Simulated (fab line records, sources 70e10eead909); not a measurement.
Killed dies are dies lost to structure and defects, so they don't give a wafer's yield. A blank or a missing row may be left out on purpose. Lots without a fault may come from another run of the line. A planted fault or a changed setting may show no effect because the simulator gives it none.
Which tool did it? | flow nand_harc | 12 lots, 36 wafers sampled, at 5 steps of a route of 1159

WHAT THE GAUGES READ, wafer by wafer
NHARC_END_SORT_01. Usual: killed_at_array 27, standard deviation 10; killed_at_other 0.6, standard deviation 0.83; killed_at_periphery 2.4, standard deviation 1.8; killed_dies 30, standard deviation 10; killed_open 3.3, standard deviation 1.7; killed_short 1.8, standard deviation 1.4.
lot  | measured     | on        | killed_at_array | killed_at_other | killed_at_periphery | killed_dies | killed_open | killed_short | flag
L309 | day 20 06:23 | prober-01 | 31 32 14        | 1 0 2           | 1 2 3               | 33 34 19    | 6 6 1       | 0 4 3        |
L311 | day 21 00:19 | prober-02 | 9 19 16         | 0 2 4           | 2 2 1               | 11 23 21    | 4 4 4       | 2 3 4        |
L315 | day 21 00:04 | prober-01 | 30 21 36        | 1 1 0           | 0 1 3               | 31 23 39    | 0 0 5       | 0 0 0        |
L313 | day 21 14:16 | prober-02 | 9 10 11         | 2 0 0           | 4 4 4               | 15 14 15    | 2 2 3       | 0 3 1        |
L316 | day 21 21:18 | prober-02 | 30 30 37        | 0 0 0           | 5 1 2               | 35 31 39    | 5 4 6       | 2 3 5        |
L320 | day 21 21:55 | prober-01 | 18 13 29        | 2 1 0           | 1 3 1               | 21 17 30    | 5 5 9       | 3 1 0        |
L324 | day 23 15:56 | prober-02 | 676 676 675     | 0 0 0           | 1 1 2               | 677 677 677 | 4 4 4       | 1 4 2        | OFF
L323 | day 23 15:56 | prober-01 | 676 673 673     | 0 2 1           | 1 2 3               | 677 677 677 | 2 5 3       | 0 1 4        | OFF

WHICH TOOL RAN EACH LOT (tool, then ch and the chambers of the sampled wafers, then the start)
lot  | NHARC_A_STAIRCASE_STRIP_446          | NHARC_A_STAIRCASE_ETCHBACK_422     | NHARC_A_SGD_CUT_DEP_00          | NHARC_A_SGD_CUT_ETCH_16
L309 | plasma_asher-01 ch 0,1, day 14 03:56 | rie_diel-10 ch 1,2,3, day 14 05:19 | pecvd-02 ch 0,2, day 14 06:38   | rie_diel-08 ch 1,2, day 14 07:59
L308 | plasma_asher-02 ch 0,1, day 14 04:04 | rie_diel-10 ch 0,1,2, day 14 05:26 | pecvd-03 ch 0,1,2, day 14 06:45 | rie_diel-03 ch 0,1,3, day 14 08:15
L310 | plasma_asher-01 ch 0,1, day 14 19:37 | rie_diel-10 ch 0,2,3, day 14 20:57 | pecvd-01 ch 0,2, day 14 22:17   | rie_diel-09 ch 1,3, day 14 23:46
L311 | plasma_asher-01 ch 0,1, day 15 04:59 | rie_diel-11 ch 0,1, day 15 06:10   | pecvd-01 ch 0,1,2, day 15 07:35 | rie_diel-08 ch 0,1, day 15 08:51
L315 | plasma_asher-01 ch 0,1, day 15 12:45 | rie_diel-13 ch 0,1,3, day 15 14:15 | pecvd-03 ch 0,1,2, day 15 15:52 | rie_diel-03 ch 1,2,3, day 15 17:20
L313 | plasma_asher-01 ch 1, day 16 00:01   | rie_diel-13 ch 0,3, day 16 01:27   | pecvd-03 ch 0,1,2, day 16 02:54 | rie_diel-08 ch 1,2, day 16 04:23
L316 | plasma_asher-01 ch 0,1, day 16 06:54 | rie_diel-10 ch 1,2,3, day 16 08:19 | pecvd-03 ch 0,1,2, day 16 09:40 | rie_diel-08 ch 1,2,3, day 16 11:03
L320 | plasma_asher-01 ch 0,1, day 16 21:20 | rie_diel-10 ch 0,1,2, day 16 22:41 | pecvd-01 ch 1,2, day 17 00:02   | rie_diel-03 ch 0,1,3, day 17 01:24
L324 | plasma_asher-01 ch 0,1, day 18 05:17 | rie_diel-11 ch 1,3, day 18 06:35   | pecvd-01 ch 0,1,2, day 18 08:11 | rie_diel-03 ch 0,2,3, day 18 09:32
L323 | plasma_asher-01 ch 0,1, day 18 05:31 | rie_diel-11 ch 2,3, day 18 06:52   | pecvd-01 ch 1,2, day 18 08:30   | rie_diel-08 ch 0,1,3, day 18 09:58
L328 | plasma_asher-02 ch 0,1, day 19 07:22 | rie_diel-10 ch 0,1,3, day 19 08:43 | pecvd-01 ch 0,1,2, day 19 10:08 | rie_diel-09 ch 0,2,3, day 19 11:37
L329 | plasma_asher-02 ch 0,1, day 20 03:48 | rie_diel-11 ch 1,3, day 20 05:05   | pecvd-03 ch 0,2, day 20 06:25   | rie_diel-09 ch 0,1,3, day 20 07:47
- NHARC_A_STAIRCASE_STRIP_446: strips in O2.
- NHARC_A_STAIRCASE_ETCHBACK_422: etches the open film in CH3F/O2, target depth 40 nm, time 74.286 s.
- NHARC_A_SGD_CUT_DEP_00: deposits SiNx, target thk 50 nm.
- NHARC_A_SGD_CUT_ETCH_16: etches the open film in C4F8/O2/Ar, target depth 310.5 nm, time 155.2 s.

WHAT THE TOOLS THEMSELVES READ (means of the sampled wafers that have a number; where no wafer has one, the mark that the record gives instead)
NHARC_A_STAIRCASE_STRIP_446. Usual: drypump_motor_current_A 5.65 A, standard deviation 0.26; heater_power_w 320 W, standard deviation 30.
lot  | tool            | drypump_motor_current_A (A) | heater_power_w (W) | flag
L309 | plasma_asher-01 | 5.61                        | 307                |
L308 | plasma_asher-02 | 5.56                        | 333                |
L310 | plasma_asher-01 | 5.65                        | 327                |
L311 | plasma_asher-01 | 5.60                        | 306                |
L315 | plasma_asher-01 | 5.66                        | 329                |
L313 | plasma_asher-01 | 5.74                        | 351                |
L316 | plasma_asher-01 | 5.68                        | 323                |
L320 | plasma_asher-01 | 5.59                        | 306                |
L324 | plasma_asher-01 | 5.66                        | 331                |
L323 | plasma_asher-01 | 5.59                        | 307                |
L328 | plasma_asher-02 | 5.82                        | 323                |
L329 | plasma_asher-02 | 5.57                        | 331                |

NHARC_A_STAIRCASE_ETCHBACK_422. Usual: bias_w 100.01 W, standard deviation 0.3; ch3f_flow_sccm 50.01 sccm, standard deviation 0.16; drypump_motor_current_A 5.9 A, standard deviation 0.45; oes_product_au 0.98 a.u., standard deviation 0.035; rf_vpp_V 244.3 V, standard deviation 1.7; showerhead_plenum_p_Torr 2.45 Torr, standard deviation 0.11; throttle_valve_pct 20.664 %, standard deviation 0.0091.
lot  | tool        | bias_w (W) | ch3f_flow_sccm (sccm) | drypump_motor_current_A (A) | oes_product_au (a.u.) | rf_vpp_V (V) | showerhead_plenum_p_Torr (Torr) | throttle_valve_pct (%) | flag
L309 | rie_diel-10 | 99.91      | 50.12                 | 6.0                         | 1.00                  | 243.3        | 2.39                            | 20.659                 |
L308 | rie_diel-10 | 100.04     | 50.15                 | 6.1                         | 0.93                  | 243.7        | 2.42                            | 20.668                 |
L310 | rie_diel-10 | 99.88      | 49.95                 | 5.9                         | 0.93                  | 245.1        | 2.49                            | 20.665                 |
L311 | rie_diel-11 | 99.55      | 49.92                 | 5.8                         | 0.99                  | 243.2        | 2.42                            | 20.658                 |
L315 | rie_diel-13 | 99.87      | 50.01                 | 5.3                         | 1.01                  | 244.0        | 2.45                            | 20.667                 |
L313 | rie_diel-13 | 100.47     | 49.95                 | 5.1                         | 0.94                  | 245.1        | 2.54                            | 20.665                 |
L316 | rie_diel-10 | 100.08     | 49.89                 | 6.0                         | 1.01                  | 245.5        | 2.51                            | 20.670                 |
L320 | rie_diel-10 | 100.25     | 49.98                 | 6.1                         | 1.00                  | 245.3        | 2.54                            | 20.658                 |
L324 | rie_diel-11 | 99.65      | 49.87                 | 5.4                         | 1.01                  | 243.2        | 2.34                            | 20.656                 |
L323 | rie_diel-11 | 99.98      | 50.09                 | 6.1                         | 1.00                  | 243.6        | 2.43                            | 20.665                 |
L328 | rie_diel-10 | 99.83      | 49.93                 | 6.2                         | 0.92                  | 245.6        | 2.58                            | 20.662                 |
L329 | rie_diel-11 | 100.34     | 50.00                 | 5.7                         | 1.00                  | 243.5        | 2.36                            | 20.664                 |

NHARC_A_SGD_CUT_DEP_00. Usual: heater_power_outer_w 451 W, standard deviation 76; heater_power_w 762 W, standard deviation 130.
lot  | tool     | heater_power_outer_w (W) | heater_power_w (W) | flag
L309 | pecvd-02 | 505                      | 861                |
L308 | pecvd-03 | 462                      | 764                |
L310 | pecvd-01 | 392                      | 705                |
L311 | pecvd-01 | 418                      | 731                |
L315 | pecvd-03 | 439                      | 728                |
L313 | pecvd-03 | 459                      | 765                |
L316 | pecvd-03 | 439                      | 734                |
L320 | pecvd-01 | 395                      | 650                |
L324 | pecvd-01 | 445                      | 735                |
L323 | pecvd-01 | 407                      | 687                |
L328 | pecvd-01 | 469                      | 798                |
L329 | pecvd-03 | 480                      | 797                |

NHARC_A_SGD_CUT_ETCH_16. Usual: bias_w 799.8 W, standard deviation 2.4; chamber_pressure_mTorr 25.002 mTorr, standard deviation 0.026; oes_product_au 0.975 a.u., standard deviation 0.017; rf_vpp_V 726 V, standard deviation 4.6.
lot  | tool        | bias_w (W) | chamber_pressure_mTorr (mTorr) | oes_product_au (a.u.) | rf_vpp_V (V) | flag
L309 | rie_diel-08 | 799.1      | 25.020                         | 0.982                 | 725          |
L308 | rie_diel-03 | 802.0      | 25.001                         | 0.973                 | 727          |
L310 | rie_diel-09 | 800.1      | 24.981                         | 0.987                 | 727          |
L311 | rie_diel-08 | 797.5      | 25.009                         | 0.968                 | 719          |
L315 | rie_diel-03 | 799.7      | 24.994                         | 0.964                 | 725          |
L313 | rie_diel-08 | 801.5      | 25.019                         | 0.969                 | 722          |
L316 | rie_diel-08 | 800.5      | 24.996                         | 0.999                 | 723          |
L320 | rie_diel-03 | 797.8      | 25.027                         | 0.972                 | 726          |
L324 | rie_diel-03 | -          | -                              | -                     | -            | OFF
L323 | rie_diel-08 | -          | -                              | -                     | -            | OFF
L328 | rie_diel-09 | 801.9      | 24.992                         | 0.982                 | 729          |
L329 | rie_diel-09 | 798.9      | 24.997                         | 0.972                 | 728          |

THE ANSWER, worked out from the rows above alone
Rule: a lot is off if the mean of its wafers that have a number lies more than 3 standard deviations from the usual mean. A lot without any number at a reading at which 4 lots or more have one is off too. The other lots that the step has rows for count as sound. The gauges are gone through in route order, then the tools' own readings, and for those a lot's mean is taken as printed above. The first step at which some lot is off is used, and at that step the reading that is off furthest; a lot without a number counts as furthest.
Off: L324, L323, at NHARC_END_SORT_01 (killed_at_array). Neither off nor sound, because the step has no rows for them: L308, L310, L328, L329.
A tool fits if, at a process step before that reading, it ran every lot that is off, and no sound lot after the first of them. The gauges at NHARC_END_SORT_01 aren't tried: what is off there is off at NHARC_A_SGD_CUT_ETCH_16 too, on other tools, and a gauge's error can't cause that. Can't be told from this: 3 tools fit, plasma_asher-01 at NHARC_A_STAIRCASE_STRIP_446, rie_diel-11 at NHARC_A_STAIRCASE_ETCHBACK_422, pecvd-01 at NHARC_A_SGD_CUT_DEP_00.

WHAT THE SIMULATOR HAD PUT IN
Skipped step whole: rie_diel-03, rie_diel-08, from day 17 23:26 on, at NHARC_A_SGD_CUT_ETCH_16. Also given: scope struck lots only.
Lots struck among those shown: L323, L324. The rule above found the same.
